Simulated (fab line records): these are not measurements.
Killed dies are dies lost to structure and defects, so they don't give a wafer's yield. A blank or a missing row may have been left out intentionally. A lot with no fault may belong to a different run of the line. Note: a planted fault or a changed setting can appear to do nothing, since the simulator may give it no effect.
Chamber matching :: flow n5-finfet :: rie-diel-01 running N5_BEOL_M7_DESCUM_16: 4 sister chambers
The step chemistry O2, time 7.9 s. 14 wafers are shown with their chamber, then 7 later ones without.

== EACH WAFER AND ITS CHAMBER ==
wafer: L076.2
chamber: 1
throttle-valve-pct (%): 20.45
showerhead-plenum-p-Torr (Torr): 1.97
drypump-motor-current-A (A): 5.3

wafer: L076.5
chamber: 2
throttle-valve-pct (%): 20.16
showerhead-plenum-p-Torr (Torr): 2.18
drypump-motor-current-A (A): 6.0

wafer: L076.6
chamber: 1
throttle-valve-pct (%): 20.45
showerhead-plenum-p-Torr (Torr): 1.97
drypump-motor-current-A (A): 5.3

wafer: L088.1
chamber: 0
throttle-valve-pct (%): 20.38
showerhead-plenum-p-Torr (Torr): 2.09
drypump-motor-current-A (A): 6.4

wafer: L088.2
chamber: 3
throttle-valve-pct (%): 21.15
showerhead-plenum-p-Torr (Torr): 2.00
drypump-motor-current-A (A): 6.0

wafer: L088.5
chamber: 2
throttle-valve-pct (%): 20.19
showerhead-plenum-p-Torr (Torr): 2.17
drypump-motor-current-A (A): 6.1

wafer: L086.1
chamber: 3
throttle-valve-pct (%): 21.14
showerhead-plenum-p-Torr (Torr): 2.00
drypump-motor-current-A (A): 6.1

wafer: L086.3
chamber: 0
throttle-valve-pct (%): 20.39
showerhead-plenum-p-Torr (Torr): 2.09
drypump-motor-current-A (A): 6.4

wafer: L086.5
chamber: 1
throttle-valve-pct (%): 20.47
showerhead-plenum-p-Torr (Torr): 1.97
drypump-motor-current-A (A): 5.3

wafer: L089.1
chamber: 0
throttle-valve-pct (%): 20.41
showerhead-plenum-p-Torr (Torr): 2.08
drypump-motor-current-A (A): 6.4

wafer: L089.4
chamber: 1
throttle-valve-pct (%): 20.49
showerhead-plenum-p-Torr (Torr): 1.96
drypump-motor-current-A (A): 5.3

wafer: L089.6
chamber: 0
throttle-valve-pct (%): 20.40
showerhead-plenum-p-Torr (Torr): 2.08
drypump-motor-current-A (A): 6.4

wafer: L092.1
chamber: 0
throttle-valve-pct (%): 20.41
showerhead-plenum-p-Torr (Torr): 2.08
drypump-motor-current-A (A): 6.4

wafer: L092.4
chamber: 2
throttle-valve-pct (%): 20.20
showerhead-plenum-p-Torr (Torr): 2.17
drypump-motor-current-A (A): 6.1

SIGNATURES (averages over the wafers above)
reading: throttle-valve-pct
chamber 0: 20.3980
chamber 1: 20.4650
chamber 2: 20.1833
chamber 3: 21.1450
scatter within a chamber: 0.0164

reading: showerhead-plenum-p-Torr
chamber 0: 2.0840
chamber 1: 1.9675
chamber 2: 2.1733
chamber 3: 2.0000
scatter within a chamber: 0.00512

reading: drypump-motor-current-A
chamber 0: 6.400
chamber 1: 5.300
chamber 2: 6.067
chamber 3: 6.050
scatter within a chamber: 0.0342
Rule: for each reading, subtract the chamber's mean from the wafer's reading, divide by that reading's scatter and square the result; add these up over the readings and take the root, which gives the wafer's distance from the chamber. If the next closest chamber is less than 2 further off than the closest, the wafer can't be placed; otherwise it belongs to the closest. How the scatter is found: for the shown wafers, subtract from each reading the mean of its chamber, square and add these, divide the total by (wafers less chambers), then take the root.

== WAFERS WITHOUT THEIR CHAMBER ==
wafer: L092.6
throttle-valve-pct (%): 20.50
showerhead-plenum-p-Torr (Torr): 1.96
drypump-motor-current-A (A): 5.3

wafer: L094.1
throttle-valve-pct (%): 20.22
showerhead-plenum-p-Torr (Torr): 2.17
drypump-motor-current-A (A): 6.1

wafer: L094.2
throttle-valve-pct (%): 20.43
showerhead-plenum-p-Torr (Torr): 2.08
drypump-motor-current-A (A): 6.4

wafer: L094.5
throttle-valve-pct (%): 21.16
showerhead-plenum-p-Torr (Torr): 1.99
drypump-motor-current-A (A): 6.1

wafer: L096.1
throttle-valve-pct (%): 20.50
showerhead-plenum-p-Torr (Torr): 1.96
drypump-motor-current-A (A): 5.3

wafer: L096.2
throttle-valve-pct (%): 20.21
showerhead-plenum-p-Torr (Torr): 2.17
drypump-motor-current-A (A): 6.1

wafer: L096.6
throttle-valve-pct (%): 20.21
showerhead-plenum-p-Torr (Torr): 2.17
drypump-motor-current-A (A): 6.1

== WHICH CHAMBER EACH WENT THROUGH ==
wafer: L092.6
from the rows above: 1
in truth: 1

wafer: L094.1
from the rows above: 2
in truth: 2

wafer: L094.2
from the rows above: 0
in truth: 0

wafer: L094.5
from the rows above: 3
in truth: 3

wafer: L096.1
from the rows above: 1
in truth: 1

wafer: L096.2
from the rows above: 2
in truth: 2

wafer: L096.6
from the rows above: 2
in truth: 2
Correctly placed: 7 of 7. From these rows, 0 cannot be placed. 0 placed wrongly.
